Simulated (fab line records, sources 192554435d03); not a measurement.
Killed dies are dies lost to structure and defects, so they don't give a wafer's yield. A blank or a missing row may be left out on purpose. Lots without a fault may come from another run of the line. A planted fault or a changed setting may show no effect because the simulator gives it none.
Chamber matching | flow n5_finfet | N5_BEOL_M6_ETCH_62 on rie_diel-06: 4 sister chambers
The step etches SOC in N2/H2, target depth 110 nm, overetch 22 nm, time 165 s. 8 wafers are shown with their chamber, then 9 later ones without.

WAFERS WITH THEIR CHAMBER
wafer  | chamber | showerhead_plenum_p_Torr (Torr) | drypump_motor_current_A (A)
L081.3 | 0       | 2.60                            | 5.0
L084.2 | 1       | 2.53                            | 5.4
L089.2 | 3       | 2.40                            | 6.4
L089.5 | 2       | 2.71                            | 5.7
L089.6 | 3       | 2.40                            | 6.4
L091.1 | 1       | 2.52                            | 5.4
L091.2 | 2       | 2.71                            | 5.6
L091.6 | 0       | 2.60                            | 5.1

WAFERS WITHOUT THEIR CHAMBER
wafer  | showerhead_plenum_p_Torr (Torr) | drypump_motor_current_A (A)
L092.1 | 2.52                            | 5.4
L092.2 | 2.40                            | 6.4
L092.4 | 2.71                            | 5.7
L093.2 | 2.40                            | 6.4
L093.5 | 2.39                            | 6.4
L093.6 | 2.60                            | 5.0
L097.1 | 2.51                            | 5.4
L097.2 | 2.39                            | 6.5
L097.5 | 2.59                            | 5.1

WHICH CHAMBER EACH WENT THROUGH
wafer  | from the rows above | in truth
L092.1 | 1                   | 1
L092.2 | 3                   | 3
L092.4 | 2                   | 2
L093.2 | 3                   | 3
L093.5 | 3                   | 3
L093.6 | 0                   | 0
L097.1 | 1                   | 1
L097.2 | 3                   | 3
L097.5 | 0                   | 0
Placed correctly: 9 of 9. Can't be placed from these rows: 0. Placed wrongly: 0.
How it was worked out, from the rows above alone: a wafer's distance from a chamber is the root of the sum, over the readings, of the square of ((its reading less the chamber's mean) divided by the reading's scatter). The wafer belongs to the nearest chamber; if the next one is less than 2 further off, it can't be placed. A chamber's mean is the mean of its shown wafers. The scatter: the root of (the sum of the squares of (reading less its chamber's mean) over the shown wafers, divided by (wafers less chambers)).
